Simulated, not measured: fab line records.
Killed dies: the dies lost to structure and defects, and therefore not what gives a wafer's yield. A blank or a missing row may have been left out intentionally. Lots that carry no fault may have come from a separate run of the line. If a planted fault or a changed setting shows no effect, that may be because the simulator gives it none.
Chamber matching :: flow nand_harc :: NHARC_A_STAIRCASE_TRIM_187 on rie_diel-02 has 4 sister chambers
The step chemistry O2, time 211.2 s. 4 wafers are shown with their chamber, then 8 later ones without.

WAFERS, EACH WITH ITS CHAMBER
wafer: L083.6
chamber: 0
showerhead_plenum_p_Torr (Torr): 3.72

wafer: L087.1
chamber: 1
showerhead_plenum_p_Torr (Torr): 3.49

wafer: L087.2
chamber: 3
showerhead_plenum_p_Torr (Torr): 3.49

wafer: L092.1
chamber: 2
showerhead_plenum_p_Torr (Torr): 3.67

WAFERS WHOSE CHAMBER IS MISSING
wafer: L092.3
showerhead_plenum_p_Torr (Torr): 3.71

wafer: L092.6
showerhead_plenum_p_Torr (Torr): 3.48

wafer: L094.1
showerhead_plenum_p_Torr (Torr): 3.67

wafer: L094.4
showerhead_plenum_p_Torr (Torr): 3.70

wafer: L094.5
showerhead_plenum_p_Torr (Torr): 3.48

wafer: L097.1
showerhead_plenum_p_Torr (Torr): 3.67

wafer: L097.2
showerhead_plenum_p_Torr (Torr): 3.48

wafer: L097.4
showerhead_plenum_p_Torr (Torr): 3.70

WHICH CHAMBER EACH WENT THROUGH
wafer: L092.3
from the rows above: 0
in truth: 0

wafer: L092.6
from the rows above: can't be placed: 1 or 3
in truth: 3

wafer: L094.1
from the rows above: 2
in truth: 2

wafer: L094.4
from the rows above: can't be placed: 0 or 2
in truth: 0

wafer: L094.5
from the rows above: can't be placed: 1 or 3
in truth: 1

wafer: L097.1
from the rows above: 2
in truth: 2

wafer: L097.2
from the rows above: can't be placed: 1 or 3
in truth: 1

wafer: L097.4
from the rows above: can't be placed: 0 or 2
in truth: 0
Placed correctly: 3 of 8. Unplaceable from these rows: 5, with the true chamber sitting among the candidates in 5. 0 placed wrongly.
How it was worked out, from the rows above alone: a wafer's distance from a chamber is the root of the sum, over the readings, of the square of ((its reading less the chamber's mean) divided by the reading's scatter). If the next closest chamber is less than 2 further off than the closest, the wafer can't be placed; otherwise it belongs to the closest. Each chamber's mean is taken over the wafers shown for it. The scatter: root of mean squared gap, hidden wafer to nearest shown wafer, with one shown wafer a chamber.
